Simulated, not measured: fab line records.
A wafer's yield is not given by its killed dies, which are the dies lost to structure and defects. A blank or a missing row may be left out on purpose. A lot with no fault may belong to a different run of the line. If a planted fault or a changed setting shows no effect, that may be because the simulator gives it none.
A struck lot beside a sound one :: flow n5_finfet :: 39 out of 1938 route steps
Sound: these wafers, L972.2, L972.3, L972.5. Struck: wafers L978.2, L978.3, L978.4. The cause comes at the end.
Each step with rows lists, per side, the tool, then ch with its chambers, then its first start. Under that, the readings that differ: sound wafers :: struck wafers :: difference of the means :: sigmas: that difference in standard deviations of wafers without a fault.
alike: words and numbers the same on both sides, and readings whose means are apart by under 2 such deviations; not compared: readings that were withheld, readings missing a value for some wafer, numbers with overlapping values and no deviation given by the record, and bounds like >300 which may hide the same value.
The two part at a step that has a row with sigmas, a row that says differs or no value, or rows on one side only. Non-overlapping numbers with no deviation appear without sigmas and do not part them. Lack of a reading on every wafer of one side parts them only where that side has two or more wafers.

first, 9 steps without rows for these wafers: N5_BEOL_M4_ANNEAL_95 (time 240 s); N5_BEOL_M4_SPUTTER_96 (material Cu, target thk 4.5 nm, time 8.29 s); N5_BEOL_M4_ECD_50 (material Cu, target thk 300 nm); N5_BEOL_M4_ANNEAL_51 (time 90 s); N5_BEOL_M4_CMP_52 (polishes, stops on SiOC, t overpolish 6.8 s, target thk 40 nm); N5_BEOL_M4_PRE_CLEAN_60 (time 15 s); N5_BEOL_M4_CO_CAP_55 (material Co, precursor CCTBA/H2, target thk 2 nm, time 102.1 s); N5_BEOL_M4_PRE_CLEAN_56 (time 15 s); N5_BEOL_M4_DEP_57 (deposits SiCN from 3MS/NH3, target thk 8 nm, time 14 s).
N5_BEOL_M4_RC_MEAS_101:
  sound on prober-01 ch 0, day 9 21:24; struck on prober-02 ch 0, day 11 09:50
reading: DIBL_N (mV/V)
sound: 36.4 38.8 36.6
struck: 36.3 30.9 31.3
difference: -4.4
sigmas: -2
  alike: DIBL_P, IOFF_N, IOFF_P, ION_N, ION_P, SS_N, SS_P, VT_N, VT_P
then, 24 steps without rows for these wafers: N5_BEOL_M5_ILD_DEP_00 (deposits SiCOH lowk from DEMS/porogen, target thk 140.64 nm, time 25.9 s); N5_BEOL_M5_CURE_79 (cures SiCOH lowk, time 240 s); N5_BEOL_M5_PECVD_70 (deposits SiO2 from TEOS/O2, target thk 16 nm, time 18 s); N5_BEOL_M5_HM_DEP_02 (deposits TiN, target thk 20 nm); N5_BEOL_M5_COAT_59 (time 60 s, resist thk 60 nm); N5_BEOL_M5_COAT_60 (time 60 s, resist thk 12 nm); N5_BEOL_M5_COAT_71 (time 60 s, resist thk 5 nm); N5_BEOL_M5_COAT_05 (resist thk 30 nm); N5_BEOL_M5_EBR_07; N5_BEOL_M5_SOFTBAKE_06 (time 60 s); N5_BEOL_M5_EXPOSE_08 (exposes mask M5, target cd 28 nm); N5_BEOL_M5_PEB_09 (peb time 60 s); N5_BEOL_M5_DEVELOP_10 (develop time 30 s); N5_BEOL_M5_DESCUM_16 (chemistry O2, time 7 s); N5_BEOL_M5_ETCH_72 (etches underlayer in N2/H2, target depth 6.5 nm, time 5.2 s); N5_BEOL_M5_ETCH_61 (etches SiARC in CF4, target depth 15.6 nm, time 26 s); N5_BEOL_M5_ETCH_62 (etches SOC in N2/H2, target depth 75 nm, overetch 15 nm, time 112.5 s); N5_BEOL_M5_STRIP_63 (strips in N2/H2); N5_BEOL_M5_STRIP_73 (strips in N2/H2); N5_BEOL_M5_STRIP_64 (strips in CF4); N5_BEOL_M5_HM_OPEN_17 (chemistry Cl2/BCl3, target TiN, target depth 20 nm, overetch 6 nm); N5_BEOL_M5_STRIP_19 (strips in O2); N5_BEOL_M5_COAT_65 (time 60 s, resist thk 60 nm); N5_BEOL_M5_COAT_66 (time 60 s, resist thk 12 nm).
N5_BEOL_M8_CMP_52: polishes, stops on SiCOH lowk, t overpolish 6.9 s, target thk 80 nm.
  sound on cmp-03 ch 1,2,3, day 11 12:08; struck on cmp-01 ch 0,1,3, day 13 07:41
  no value came back on the struck wafers for any of 7 readings (barrier_field_endpoint_s (s), clearing_platen_down_force_psi (psi) and others); on the sound wafers barrier_field_endpoint_s (s) reads 28.2 28.5 29.8
reading: model.Cu_of_BEOL_M8_ECD_50.thk_nm (nm)
sound: 80.4 77.4 77.8
struck: 298.6 295.8 304.8
difference: +221.2
sigmas: 

reading: model.SiO2_of_BEOL_M8_PECVD_70.thk_nm (nm)
sound: 0 0 0
struck: 19.8 20.2 20.2
difference: +20.1
sigmas: 
N5_BEOL_M8_THK_MEAS_53: measures by xrf.
  sound on film_metro-02 at day 11 12:26; struck on film_metro-01 at day 13 07:58
reading: M8_THK (nm)
sound: 79.8 76.9 77.2
struck: 299.2 295.6 305.8
difference: +222.2
sigmas: +93
N5_BEOL_M8_RS_MEAS_57: measurement is done with a four-point probe.
  sound on film_metro-02 at day 11 12:34; struck on film_metro-02 at day 13 08:06
reading: M8_RS (ohm/sq)
sound: 0.283 0.297 0.295
struck: 0.065 0.065 0.063
difference: -0.227
sigmas: -21
N5_BEOL_M8_INSPECT_58: inspects for defects (darkfield).
  sound on defect_inspect-01 at day 11 12:35; struck on defect_inspect-02 at day 13 08:08
reading: raw_defect_count
sound: 61 41 63
struck: 1102 1166 1192
difference: +1098
sigmas: +44
-- the record jumps here: 3 days lie between the struck wafers' starts before and after (it left off in module BEOL_M8 and takes up again in module PASSIVATION, whose first step shown is number 1936 of the route) --
N5_PASSIVATION_PROBE_49:
  sound on prober-01 at day 14 07:07; struck on prober-01 at day 16 02:22
reading: defect_limited_yield (%)
sound: 90.3 91.3
struck: 0 0 0
difference: -91
sigmas: -53

reading: killed_at_M4_up
sound: 5 17
struck: 1099 1130 1104
difference: +1100
sigmas: +99 or more

reading: killed_dies
sound: 115 103
struck: 1180 1180 1180
difference: +1071
sigmas: +54

reading: killed_on_rim
sound: 15 16
struck: 152 152 152
difference: +136
sigmas: +34

reading: sort_n_pass
sound: 1065 1077
struck: 0 0 0
difference: -1071
sigmas: -51

reading: sort_yield_pct (%)
sound: 90.3 91.3
struck: 0 0 0
difference: -91
sigmas: -53
  alike: killed_at_M0_to_M3, killed_at_contacts, killed_at_front_end, killed_at_other, killed_open, killed_short, sort_bin_5_function, sort_bin_6_memory

== WHERE THEY PART ==
Last at N5_PASSIVATION_PROBE_49 as far as this record goes, first at N5_BEOL_M4_RC_MEAS_101.

WHY: whatever the simulator had introduced
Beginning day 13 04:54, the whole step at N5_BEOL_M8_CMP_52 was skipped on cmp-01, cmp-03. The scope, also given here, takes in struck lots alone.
